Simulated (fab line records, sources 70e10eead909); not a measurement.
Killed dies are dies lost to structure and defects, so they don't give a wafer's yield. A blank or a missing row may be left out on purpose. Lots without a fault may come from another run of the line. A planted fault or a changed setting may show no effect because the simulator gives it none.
Chamber matching | flow nand_harc | NHARC_A_STAIRCASE_DEP_325 on pecvd-04: 3 sister chambers
The step deposits SiO2, target thk 3800 nm. 6 wafers are shown with their chamber, then 7 later ones without.

WAFERS WITH THEIR CHAMBER
wafer  | chamber | heater_power_w (W)
L081.5 | 0       | 573
L086.2 | 1       | 707
L086.5 | 1       | 596
L086.6 | 2       | 462
L085.2 | 2       | 569
L085.4 | 0       | 562

WAFERS WITHOUT THEIR CHAMBER
wafer  | heater_power_w (W)
L085.6 | 460
L088.3 | 675
L088.4 | 473
L088.5 | 586
L093.1 | 556
L093.2 | 716
L093.4 | 553

WHICH CHAMBER EACH WENT THROUGH
wafer  | from the rows above          | in truth
L085.6 | can't be placed: 2 or 0      | 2
L088.3 | can't be placed: 1 or 0      | 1
L088.4 | can't be placed: 2 or 0      | 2
L088.5 | can't be placed: 0 or 1 or 2 | 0
L093.1 | can't be placed: 0 or 2 or 1 | 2
L093.2 | can't be placed: 1 or 0      | 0
L093.4 | can't be placed: 0 or 2 or 1 | 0
Placed correctly: 0 of 7. Can't be placed from these rows: 7 (the true chamber is among the candidates in 7). Placed wrongly: 0.
How it was worked out, from the rows above alone: a wafer's distance from a chamber is the root of the sum, over the readings, of the square of ((its reading less the chamber's mean) divided by the reading's scatter). The wafer belongs to the nearest chamber; if the next one is less than 2 further off, it can't be placed. A chamber's mean is the mean of its shown wafers. The scatter: the root of (the sum of the squares of (reading less its chamber's mean) over the shown wafers, divided by (wafers less chambers)).
